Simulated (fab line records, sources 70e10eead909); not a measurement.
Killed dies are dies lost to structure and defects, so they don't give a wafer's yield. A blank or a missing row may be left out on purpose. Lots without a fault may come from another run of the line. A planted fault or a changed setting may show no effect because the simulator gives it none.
Chamber matching | flow nand_harc | NHARC_A_STAIRCASE_CMP_152 on cmp-01: 4 sister chambers
The step polishes. 4 wafers are shown with their chamber, then 8 later ones without.

WAFERS WITH THEIR CHAMBER
wafer  | chamber | motor_current_A (A)
L085.2 | 3       | 11.7
L090.1 | 0       | 10.0
L090.5 | 2       | 12.5
L094.1 | 1       | 15.3

WAFERS WITHOUT THEIR CHAMBER
wafer  | motor_current_A (A)
L094.4 | 10.5
L094.5 | 11.1
L095.1 | 14.8
L095.3 | 9.8
L095.4 | 12.3
L096.1 | 10.2
L096.3 | 15.4
L096.6 | 15.3

WHICH CHAMBER EACH WENT THROUGH
wafer  | from the rows above     | in truth
L094.4 | can't be placed: 0 or 3 | 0
L094.5 | can't be placed: 3 or 0 | 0
L095.1 | 1                       | 1
L095.3 | 0                       | 0
L095.4 | can't be placed: 2 or 3 | 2
L096.1 | 0                       | 0
L096.3 | 1                       | 1
L096.6 | 1                       | 1
Placed correctly: 5 of 8. Can't be placed from these rows: 3 (the true chamber is among the candidates in 3). Placed wrongly: 0.
How it was worked out, from the rows above alone: a wafer's distance from a chamber is the root of the sum, over the readings, of the square of ((its reading less the chamber's mean) divided by the reading's scatter). The wafer belongs to the nearest chamber; if the next one is less than 2 further off, it can't be placed. A chamber's mean is the mean of its shown wafers. The scatter: with one shown wafer a chamber, the root of the mean of the squares of how far each hidden wafer lies from its nearest shown one.
